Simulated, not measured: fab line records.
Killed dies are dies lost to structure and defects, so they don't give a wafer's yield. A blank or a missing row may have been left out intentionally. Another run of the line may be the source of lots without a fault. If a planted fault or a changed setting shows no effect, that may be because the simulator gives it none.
Lot-split experiment	flow n5 finfet	21 wafers read across 7 lots, on a route 1938 steps long

== THE SPLIT ITSELF ==
At N5_FIN_SAQP_PEB_14 (peb time 60 s), the setting peb time s was moved away from the recipe's 60 s on 3 of the 21 wafers read, by -20.2% to +15.5%. For the rest of the wafers, this setting stayed at what the recipe calls for.

== THE PATH FROM SPLIT TO READING: the file shows 1 step between them ==
- N5_FIN_SAQP_DEVELOP_15: develop time 30 s

== THE READING ==
cd nm, in nm, at N5_FIN_SAQP_CD_MEAS_16 (target cd 35.6 nm). Typical for fault-free wafers on this fab line: 35.5 nm, with standard deviation 0.34 nm.

wafer	tool, chamber at the split	peb time s as run, s	against the recipe	cd nm, nm	against lot-mates on the recipe
L079.3	litho track-05, 0	60	recipe	35.5	-
L079.5	litho track-05, 0	60	recipe	34.9	-
L079.6	litho track-05, 0	60	recipe	35.6	-
L086.2	litho track-05, 0	60	recipe	35.6	-
L086.3	litho track-05, 0	60	recipe	35.6	-
L086.6	litho track-05, 0	60	recipe	35.6	-
L088.2	litho track-04, 0	60	recipe	35.4	-
L088.4	litho track-04, 0	60	recipe	35.5	-
L088.6	litho track-04, 0	60	recipe	35.9	-
L091.1	litho track-04, 0	69.33	+15.5%	34.2	-1.4
L091.4	litho track-04, 0	69.33	+15.5%	33.6	-2.0
L091.6	litho track-04, 0	60	recipe	35.6	-
L092.1	litho track-04, 0	60	recipe	35.7	-
L092.3	litho track-04, 0	60	recipe	35.6	-
L092.6	litho track-04, 0	47.85	-20.2%	38.3	+2.6
L095.2	litho track-05, 0	60	recipe	35.4	-
L095.4	litho track-05, 0	60	recipe	35.2	-
L095.5	litho track-05, 0	60	recipe	35.9	-
L097.3	litho track-03, 0	60	recipe	35.3	-
L097.4	litho track-03, 0	60	recipe	34.7	-
L097.5	litho track-03, 0	60	recipe	35.3	-

FIT RESULTS
A straight line over all 21 wafers: cd nm changes by -0.119 nm for each +1% of peb time s; r = -0.93; the points scatter about the line by 0.33 nm.
The same after taking each lot's own level away (the mean of its wafers on the recipe; 21 wafers): -0.12 nm for each +1%; r = -0.96; scatter 0.25 nm.
The reading moves by 2.4 nm for the largest change in peb time s, on that fit.
From 35.10 to 35.65 nm: that is the span of the lots' own levels, equal to 1.6 times the standard deviation above.
Hence the lot-to-lot level has little effect on the slope; both slopes agree.
Check: for one of the wafers moved furthest among these (-20.2%), held out of the fit, the line's prediction against its lot-mates is +2.21 nm. It came out at +2.65 nm against them.

== ADDITIONAL SPLITS CARRIED BY THESE WAFERS ==
Other splits were also applied to these wafers ahead of the reading. Each is held against what the fit with the lots' levels taken away leaves over:
other split on the same wafers	wafers away from the commonest value	r with cd nm (lot level and that fit taken away)
N5_WELL_APT_COAT_02 spin rpm	10	+0.22
N5_WELL_APT_COAT_19 spin rpm	6	+0.07
N5_FIN_SAQP_PECVD_06 time s	7	-0.34

== FILE'S OWN FIT ==
cd nm changes by -0.125 nm for each +1% of peb time s, r = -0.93.
